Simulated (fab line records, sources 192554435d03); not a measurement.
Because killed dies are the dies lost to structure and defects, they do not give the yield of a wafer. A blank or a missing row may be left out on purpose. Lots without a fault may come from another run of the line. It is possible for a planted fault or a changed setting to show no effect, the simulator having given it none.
What tool caused it? -- flow n5-finfet -- Sampling: 11 lots, 33 wafers, 3 of 1938 route steps

WHAT EACH GAUGE READ, for each wafer
N5_DUMMY_REMOVAL_INSPECT_06: inspects for defects (brightfield).
lot,measured,on,raw-defect-count
L917,day 4 01:34,defect-inspect-01,19 12 19
L918,day 4 05:37,defect-inspect-02,10 4 9
L919,day 4 10:10,defect-inspect-01,4 10 14
L921,day 5 04:00,defect-inspect-02,4 18 15
L923,day 5 13:11,defect-inspect-02,12 15 8
L932,day 7 20:52,defect-inspect-01,8 8 10
L933,day 7 21:14,defect-inspect-01,9 8 10
L937,day 8 21:46,defect-inspect-02,16 14 15
L938,day 9 06:14,defect-inspect-01,16 9 20
L939,day 9 11:21,defect-inspect-01,11 14 13
L940,day 9 19:01,defect-inspect-02,7 12 10

TOOL THAT RAN EACH LOT (tool first, then ch and the chambers of the sampled wafers, then the start)
lot,N5_SDB_STRIP_21,N5_SDB_HM_OPEN_20
L917,"rie-diel-06 ch 0,3, day 3 20:53","rie-diel-06 ch 0,3, day 3 20:55"
L918,"rie-diel-02 ch 1,2,3, day 4 01:22","rie-diel-02 ch 1,2,3, day 4 01:23"
L919,"rie-diel-06 ch 0,2, day 4 06:14","rie-diel-06 ch 0,2, day 4 06:15"
L921,"rie-diel-02 ch 2, day 4 23:56","rie-diel-02 ch 2, day 4 23:58"
L923,"rie-diel-06 ch 0,1,3, day 5 08:47","rie-diel-06 ch 0,1,3, day 5 08:49"
L932,"rie-diel-02 ch 0,1, day 7 16:56","rie-diel-02 ch 0,1, day 7 16:58"
L933,"rie-diel-02 ch 0,2, day 7 17:22","rie-diel-02 ch 0,2, day 7 17:23"
L937,"rie-diel-06 ch 0,2,3, day 8 17:35","rie-diel-06 ch 0,2,3, day 8 17:36"
L938,"rie-diel-01 ch 0,1,3, day 9 01:41","rie-diel-01 ch 0,1,3, day 9 01:42"
L939,"rie-diel-06 ch 0,2, day 9 07:22","rie-diel-06 ch 0,2, day 9 07:23"
L940,"rie-diel-02 ch 0,1,3, day 9 15:08","rie-diel-02 ch 0,1,3, day 9 15:10"
- N5_SDB_STRIP_21: strips in CF4.
- N5_SDB_HM_OPEN_20: chemistry CH3F/O2, target SiNx, stops on poly-Si, target depth 24 nm.

WHAT THE TOOLS THEMSELVES READ (means of the sampled wafers that have a number; where no wafer has one, the mark that the record gives instead)
N5_SDB_STRIP_21.
lot,tool,drypump-motor-current-A (A),oes-product-au (a.u.),rf-vpp-V (V),showerhead-plenum-p-Torr (Torr),throttle-valve-pct (%)
L917,rie-diel-06,5.7,0.77,270.9,1.78,13.73
L918,rie-diel-02,5.2,0.76,271.7,1.80,13.82
L919,rie-diel-06,5.1,0.73,271.7,1.86,13.73
L921,rie-diel-02,5.3,0.73,269.6,1.73,14.06
L923,rie-diel-06,5.4,0.73,270.7,1.79,13.81
L932,rie-diel-02,5.5,0.76,271.3,1.78,13.59
L933,rie-diel-02,5.8,0.75,269.8,1.72,13.72
L937,rie-diel-06,5.4,0.72,271.2,1.81,13.82
L938,rie-diel-01,5.7,0.81,271.8,1.80,13.61
L939,rie-diel-06,5.2,0.70,272.7,1.85,13.93
L940,rie-diel-02,5.5,0.74,271.0,1.79,13.72

N5_SDB_HM_OPEN_20.
lot,tool,drypump-motor-current-A (A),oes_o_777_au (a.u.),oes-product-au (a.u.),rf-vpp-V (V),showerhead-plenum-p-Torr (Torr),throttle-valve-pct (%)
L917,rie-diel-06,5.7,0.79,0.64,289,1.99,16.48
L918,rie-diel-02,5.2,0.76,0.64,303,2.00,16.58
L919,rie-diel-06,5.1,0.73,0.60,297,2.09,16.54
L921,rie-diel-02,5.3,0.74,0.61,305,1.91,16.79
L923,rie-diel-06,5.4,0.75,0.60,294,2.00,16.55
L932,rie-diel-02,5.5,0.76,0.62,293,1.98,16.32
L933,rie-diel-02,5.9,0.75,0.62,295,1.92,16.47
L937,rie-diel-06,5.4,0.73,0.60,291,2.02,16.59
L938,rie-diel-01,5.7,0.81,0.67,302,2.02,16.42
L939,rie-diel-06,5.2,0.72,0.59,294,2.07,16.68
L940,rie-diel-02,5.5,0.74,0.63,297,2.00,16.49

THE ANSWER, worked out from the rows above alone
Rule: what is usual is taken from the lots themselves. Put in order of their means at a reading, lots are off if they are a third of the lots or fewer, leave a main group of 4 or more, and stand apart from it by a gap of 3 or more times the standard deviation of the main group's means; of several such gaps the widest counts. A main group whose means are all the same, to the digits that the tables above print for the reading, isn't used. A lot without any number at a reading at which 4 lots or more have one is off too. Where the step has rows for the other lots, those lots are counted as sound. Order of review: gauges by route order, followed by the tools' own readings, for which a lot's mean as printed above is used. The first step at which some lot is off is used, and at that step the reading that is off furthest; a lot without a number counts as furthest.
No lot is off on any of the readings shown, so nothing can be concluded from this.

WHAT THE SIMULATOR PUT IN
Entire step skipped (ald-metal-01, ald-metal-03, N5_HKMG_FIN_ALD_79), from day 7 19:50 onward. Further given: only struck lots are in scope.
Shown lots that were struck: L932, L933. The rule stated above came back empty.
